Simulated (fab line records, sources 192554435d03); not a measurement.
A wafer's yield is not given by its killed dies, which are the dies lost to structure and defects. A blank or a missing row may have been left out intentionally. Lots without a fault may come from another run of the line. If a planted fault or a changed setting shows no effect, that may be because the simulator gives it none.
Which of the tools did it? ; flow n5Finfet ; 9 lots with 26 wafers sampled at 6 steps, on a route of 1938 steps

## WHAT THE GAUGES SHOWED, per wafer
N5_BEOL_M4_RC_MEAS_101.
lot;measured;on;DIBL_N (mV/V);DIBL_P (mV/V);IOFF_N (nA/um);IOFF_P (nA/um);ION_N (uA/um);ION_P (uA/um);SS_N (mV/dec);SS_P (mV/dec);VT_N (mV);VT_P (mV)
L548;day 8 07:45;prober-02;37.1 35.7 38.0;36.6 36.3 37.9;0.18 0.15 0.20;0.24 0.24 0.27;673 667 679;467 466 463;71.0 71.5 72.0;73.4 73.0 73.9;251 252 244;-249 -246 -244
L549;day 8 11:30;prober-02;34.8 38.0 36.3;35.2 37.8 36.1;0.15 0.21 0.17;0.20 0.26 0.22;679 687 689;465 464 465;70.7 72.2 71.3;72.5 74.1 73.2;251 248 249;-251 -249 -251
L551;day 8 23:58;prober-02;37.0 38.0 37.0;38.2 38.6 37.7;0.18 0.19 0.17;0.25 0.25 0.24;675 666 676;465 454 470;72.0 72.3 72.0;74.1 73.6 73.1;248 246 247;-249 -251 -249
L553;day 9 13:12;prober-01;32.6 35.4 35.2;30.9 35.6 34.7;0.10 0.16 0.14;0.14 0.20 0.18;651 671 661;450 460 454;71.1 71.6 72.3;71.5 72.7 72.0;256 248 248;-253 -250 -250
L554;day 9 17:12;prober-02;35.0 35.1 37.3;34.9 34.7 37.2;0.15 0.15 0.20;0.21 0.21 0.27;661 672 673;459 462 466;71.3 70.9 71.7;72.7 73.5 74.0;253 251 247;-249 -250 -247
L555;day 9 18:18;prober-01;34.6 36.1 37.9;33.0 34.1 36.8;0.11 0.13 0.17;0.17 0.19 0.24;662 663 689;458 458 470;70.9 71.0 72.2;72.2 72.6 72.9;253 253 250;-253 -250 -246
L564;day 12 05:41;prober-01;35.7 37.2;35.3 37.2;0.14 0.17;0.18 0.20;650 662;445 460;71.6 72.2;72.7 73.2;253 250;-252 -251
L566;day 14 01:11;prober-01;37.3 38.0 33.8;39.3 39.8 34.4;0.20 0.21 0.12;0.30 0.31 0.19;689 692 661;482 476 460;70.9 72.5 70.5;74.7 74.0 72.2;244 245 252;-241 -244 -249
L570;day 14 21:55;prober-02;36.6 34.5 33.8;36.4 35.3 34.7;0.15 0.13 0.11;0.18 0.18 0.16;655 664 657;445 459 453;72.2 70.8 70.8;73.0 72.3 72.7;253 251 255;-253 -255 -252

N5_BEOL_M9_INSPECT_58: inspects for defects (darkfield).
lot;measured;on;rawDefectCount
L548;day 10 01:30;defectInspect-02;120 66 104
L549;day 10 09:59;defectInspect-01;58 66 58
L551;day 10 20:55;defectInspect-02;83 38 49
L553;day 11 07:10;defectInspect-02;47 76 54
L554;day 11 12:02;defectInspect-01;119 60 75
L555;day 11 12:19;defectInspect-02;51 67 58
L564;day 14 01:27;defectInspect-02;60 49
L566;day 16 02:35;defectInspect-01;48 77 81
L570;day 17 07:41;defectInspect-01;50 43 47

N5_BEOL_M10_CD_MEAS_28: the cd target is 70 nm.
lot;measured;on;cdNm (nm)
L548;day 10 06:40;cdSem-03;70.1 68.9 70.0
L549;day 10 14:10;cdSem-02;69.1 70.2 70.2
L551;day 10 23:44;cdSem-01;80.5 81.4 79.8
L553;day 11 10:43;cdSem-03;79.6 78.5 79.7
L554;day 11 15:04;cdSem-03;77.0 76.7 77.7
L555;day 11 15:13;cdSem-03;70.1 70.8 70.5
L564;day 14 05:19;cdSem-01;70.1 71.5
L566;day 16 05:31;cdSem-03;68.5 68.1 69.0
L570;day 17 12:50;cdSem-01;68.4 68.3 68.3

## WHICH TOOL RAN EACH LOT (tool, then ch and the chambers of the sampled wafers, then the start)
lot;N5_BEOL_M10_ILD_DEP_00;N5_BEOL_M10_ETCH_62;N5_BEOL_M10_EXPOSE_25
L548;pecvd-03 ch 1,2, day 10 01:32;rieDiel-05 ch 1,2,3, day 10 05:50;arfiScanner-01 ch 0, day 10 06:32
L549;pecvd-03 ch 1,2, day 10 10:02;rieDiel-01 ch 0,1,3, day 10 12:35;arfiScanner-01 ch 0, day 10 14:02
L551;pecvd-03 ch 0,1, day 10 20:57;rieDiel-01 ch 0,1,3, day 10 22:58;arfiScanner-01 ch 0, day 10 23:37
L553;pecvd-04 ch 0,2, day 11 07:13;rieDiel-05 ch 0,3, day 11 09:42;arfiScanner-01 ch 0, day 11 10:34
L554;pecvd-04 ch 0,2, day 11 12:05;rieDiel-05 ch 0,2, day 11 13:26;arfiScanner-01 ch 0, day 11 14:56
L555;pecvd-04 ch 0,2, day 11 12:21;rieDiel-03 ch 1,3, day 11 13:52;arfiScanner-03 ch 0, day 11 15:05
L564;pecvd-04 ch 0, day 14 01:29;rieDiel-01 ch 0,2, day 14 03:08;arfiScanner-02 ch 0, day 14 05:11
L566;pecvd-04 ch 0,1, day 16 02:38;rieDiel-05 ch 1,2, day 16 04:04;arfiScanner-03 ch 0, day 16 05:23
L570;pecvd-01 ch 0,1,2, day 17 07:43;rieDiel-01 ch 2,3, day 17 09:22;arfiScanner-02 ch 0, day 17 12:42
- N5_BEOL_M10_ILD_DEP_00: deposits SiCOH lowk from DEMS/porogen, target thk 308.51 nm, time 58 s.
- N5_BEOL_M10_ETCH_62: etches SOC in N2/H2, target depth 110 nm, overetch 22 nm, time 165 s.
- N5_BEOL_M10_EXPOSE_25: exposes mask V9.

## AS READ BY THE TOOLS THEMSELVES (means over the sampled wafers that have a number; for cases with no such wafer, the mark the record gives instead)
N5_BEOL_M10_ILD_DEP_00.
lot;tool;heaterPowerW (W);showerheadPlenumPTorr (Torr);throttleValvePct (%)
L548;pecvd-03;258;5.749;12.9
L549;pecvd-03;272;5.753;13.0
L551;pecvd-03;356;5.776;15.1
L553;pecvd-04;376;5.727;15.0
L554;pecvd-04;345;5.737;14.9
L555;pecvd-04;331;5.747;14.2
L564;pecvd-04;374;5.724;15.4
L566;pecvd-04;290;5.731;14.9
L570;pecvd-01;309;5.734;13.4

N5_BEOL_M10_ETCH_62.
lot;tool;drypumpMotorCurrentA (A);h2FlowSccm (sccm);oesProductAu (a.u.);rfVppV (V);showerheadPlenumPTorr (Torr);throttleValvePct (%)
L548;rieDiel-05;5.9;200.4;0.60;523.3;2.50;17.91
L549;rieDiel-01;5.7;200.6;0.71;527.3;2.65;17.84
L551;rieDiel-01;5.6;200.2;0.71;527.8;2.65;17.83
L553;rieDiel-05;6.1;199.5;0.73;525.7;2.61;17.52
L554;rieDiel-05;6.1;199.9;0.73;527.3;2.68;17.60
L555;rieDiel-03;5.5;200.5;0.66;521.6;2.43;17.78
L564;rieDiel-01;5.4;199.8;0.67;526.3;2.61;17.77
L566;rieDiel-05;6.0;199.9;0.64;524.9;2.56;17.92
L570;rieDiel-01;5.6;199.4;0.69;525.8;2.65;18.05

N5_BEOL_M10_EXPOSE_25.
lot;tool;exposureDoseMJCm2
L548;arfiScanner-01;85.46
L549;arfiScanner-01;85.40
L551;arfiScanner-01;97.07
L553;arfiScanner-01;94.77
L554;arfiScanner-01;92.91
L555;arfiScanner-03;85.52
L564;arfiScanner-02;85.33
L566;arfiScanner-03;85.47
L570;arfiScanner-02;85.41

## THE ANSWER, worked out from the rows above alone
Rule: what is usual is taken from the lots themselves. The widest of any qualifying gaps counts: lots, ordered by their means at a reading, are off when they make up no more than a third of the lots, leave a main group of 4 or more, and stand apart from it by 3 or more times the standard deviation of that group's means. A main group is skipped when, at the precision printed for the reading in the tables above, its means are all equal. Also off: a lot with no number at a reading for which 4 or more lots have one. Any other lot the step has rows for is counted as sound. Order of review: gauges by route order, followed by the tools' own readings, for which a lot's mean as printed above is used. At the first step where some lot is off, the reading lying furthest off is the one used; lots without a number count as furthest.
Off, at N5_BEOL_M10_CD_MEAS_28 on cdNm: L551, L553, L554. The main group: mean 69.6 nm, standard deviation 0.91.
If a tool, at a process step before that reading, ran all the lots that are off and no sound lot after the first of them, it fits. The gauges at N5_BEOL_M10_CD_MEAS_28 aren't tried: what is off there is off at N5_BEOL_M10_EXPOSE_25 too, on other tools, and a gauge's error can't cause that. One candidate fits, namely arfiScanner-01 at N5_BEOL_M10_EXPOSE_25. A fault onset in the window from L549 (day 10 14:02, its last sound lot) to L551 (day 10 23:37, its first lot off) fits.
The tool's own readings at N5_BEOL_M10_EXPOSE_25 bear it out: on the lots that are off they differ by more than 5 times the standard deviation of the sound lots' means. exposureDoseMJCm2 reads 94.92 there against 85.43 on the sound lots.

## WHAT HAD BEEN PUT IN BY THE SIMULATOR
Process parameter drift: arfiScanner-01, from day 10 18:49 on, at N5_BEOL_M10_EXPOSE_25. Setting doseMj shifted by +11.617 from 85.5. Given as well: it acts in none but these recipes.
Shown lots that were struck: L551, L553, L554. The rule above found the same.
